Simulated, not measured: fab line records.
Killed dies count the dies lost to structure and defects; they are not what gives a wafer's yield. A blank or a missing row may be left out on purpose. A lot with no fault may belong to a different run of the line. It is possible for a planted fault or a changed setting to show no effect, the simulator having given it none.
Struck lot and sound lot, side by side    flow nand-harc    21 out of 1159 route steps
Sound: these wafers, L336.2, L336.5, L336.6. Struck: wafer L344.1 (left out: L344.4, L344.6 of the same lot, which were not struck); the cause appears at the end.
Order at every step that has rows: each side's tool, ch and its chambers, its first start. Under that, the readings that differ: sound wafers    struck wafers    difference of the means    sigmas: that difference in standard deviations of wafers without a fault.
alike: words and numbers the same on both sides, and readings whose means are apart by under 2 such deviations; not compared: readings that were withheld, readings missing a value for some wafer, numbers with overlapping values and no deviation given by the record, and bounds like >300 which may hide the same value.
A row with sigmas, a row that says differs or no value, or rows on one side alone: a step with any of these is where the two part. When numbers do not overlap yet have no deviation, they are printed without sigmas and do not part them. A reading that every wafer of one side lacks parts them only if that side has two wafers or more.

first, 1 step without rows for these wafers: NHARC_A_BLC_SRD_27.
NHARC_A_BLC_INSPECT_28:
  sound on defect-inspect-02 at day 20 17:09; struck on defect-inspect-02 at day 22 09:50
  alike: raw-defect-count
then, 9 steps without rows for these wafers: NHARC_A_M0_DEP_00 (deposits SiOC, target thk 150 nm); NHARC_A_M0_DEHYDRATE_01 (time 120 s); NHARC_A_M0_HMDS_02 (time 30 s); NHARC_A_M0_COAT_33 (time 65 s); NHARC_A_M0_COAT_03 (resist thk 90 nm); NHARC_A_M0_SOFTBAKE_04 (time 55 s); NHARC_A_M0_EBR_05; NHARC_A_M0_EXPOSE_06 (exposes mask A M0, target cd 80 nm); NHARC_A_M0_PEB_07 (peb time 65 s).
NHARC_A_M0_DEVELOP_08: develop time 35 s.
  sound on litho-track-04 ch 0, day 20 17:00; struck on litho-track-04 ch 0, day 22 10:00
  alike: resist-line-temp-C
NHARC_A_M0_CD_MEAS_09: target cd 80 nm.
  sound on cd-sem-02 ch 0, day 20 18:04; struck on cd-sem-01 ch 0, day 22 10:45
reading     sound           struck  difference  sigmas
cd-nm (nm)  79.7 80.3 79.8  77.1    -2.8        -3
NHARC_A_M0_OVL_MEAS_10: pitch 160 nm.
  sound on overlay-02 at day 20 18:09; struck on overlay-01 at day 22 10:50
  alike: overlay-x-nm, overlay-y-nm
NHARC_A_M0_INSPECT_11:
  sound on defect-inspect-01 at day 20 18:11; struck on defect-inspect-01 at day 22 10:53
reading           sound     struck  difference  sigmas
raw-defect-count  36 39 39  69      +31         +2
NHARC_A_M0_DESCUM_14: chemistry O2, time 3 s.
  sound on rie-diel-12 ch 1,2, day 20 18:15; struck on rie-diel-13 ch 0, day 22 10:57
reading                 sound                 struck  difference  sigmas
oes-product-au (a.u.)   1.020 1.002 1.016     0.985   -0.028      -2
rf-vpp-V (V)            59.6 59.6 58.0        56.5    -2.6        -3
throttle-valve-pct (%)  11.304 11.308 11.314  11.326  +0.017      +2
model.A_M0.cd-nm (nm)   79.37 80.12 79.57     77.3    -2.4        
  alike: chamber-pressure-mTorr, drypump-motor-current-A, showerhead-plenum-p-Torr
  not compared: rf-hours-counter-h
NHARC_A_M0_ETCH_34: etches the open film in N2/H2, target depth 40 nm, overetch 12 nm, time 43.94 s.
  sound on rie-diel-12 ch 1,2,3, day 20 18:21; struck on rie-diel-13 ch 1, day 22 11:02
  alike: chamber-pressure-mTorr, drypump-motor-current-A, oes-product-au, rf-vpp-V, showerhead-plenum-p-Torr, throttle-valve-pct
  not compared: rf-hours-counter-h
NHARC_A_M0_ETCH_15: etches the open film in C4F8/Ar, target depth 150 nm, overetch 15 nm, time 82.5 s.
  sound on rie-diel-12 ch 2,3; struck on rie-diel-13 ch 3
reading                sound             struck  difference  sigmas
model.A_M0.cd-nm (nm)  79.6 80.32 79.97  77.94   -2.02       
  alike: chamber-pressure-mTorr, oes-product-au, rf-vpp-V
  not compared: rf-hours-counter-h
NHARC_A_M0_CD_MEAS_16:
  sound on cd-sem-02 at day 20 18:32; struck on cd-sem-02 at day 22 11:14
  alike: cd-nm
NHARC_A_M0_STRIP_18: strips in N2/H2.
  sound on rie-diel-06 ch 2,3, day 20 18:37; struck on rie-diel-06 ch 3, day 22 11:19
reading                 sound                 struck  difference  sigmas
throttle-valve-pct (%)  14.151 14.178 14.152  14.182  +0.022      +2
  alike: chamber-pressure-mTorr, drypump-motor-current-A, oes-product-au, rf-vpp-V, showerhead-plenum-p-Torr
  not compared: rf-hours-counter-h
NHARC_END_SORT_01:
  sound on prober-02 ch 0, day 22 12:20; struck on prober-01 ch 0, day 24 04:20
reading                 sound        struck  difference  sigmas
killed-at-array         30 34 31     54      +22         +2
killed-dies             30 37 33     56      +23         +2
sort_bin_2_pct (%)      1.3 1.9 1.8  3.4     +1.7        +2
sort-n-pass             647 640 644  621     -23         -2
sort-rim-yield-pct (%)  99 99 94     89      -8          -3
  alike: defect-limited-yield, killed-at-other, killed-at-periphery, killed-open, killed-short, sort_bin_3_pct, sort_bin_4_pct, sort-yield-pct

## WHERE THEY PART
Earliest at NHARC_A_M0_CD_MEAS_09; latest, in this record, at NHARC_END_SORT_01.

WHY: what had been put in by the simulator
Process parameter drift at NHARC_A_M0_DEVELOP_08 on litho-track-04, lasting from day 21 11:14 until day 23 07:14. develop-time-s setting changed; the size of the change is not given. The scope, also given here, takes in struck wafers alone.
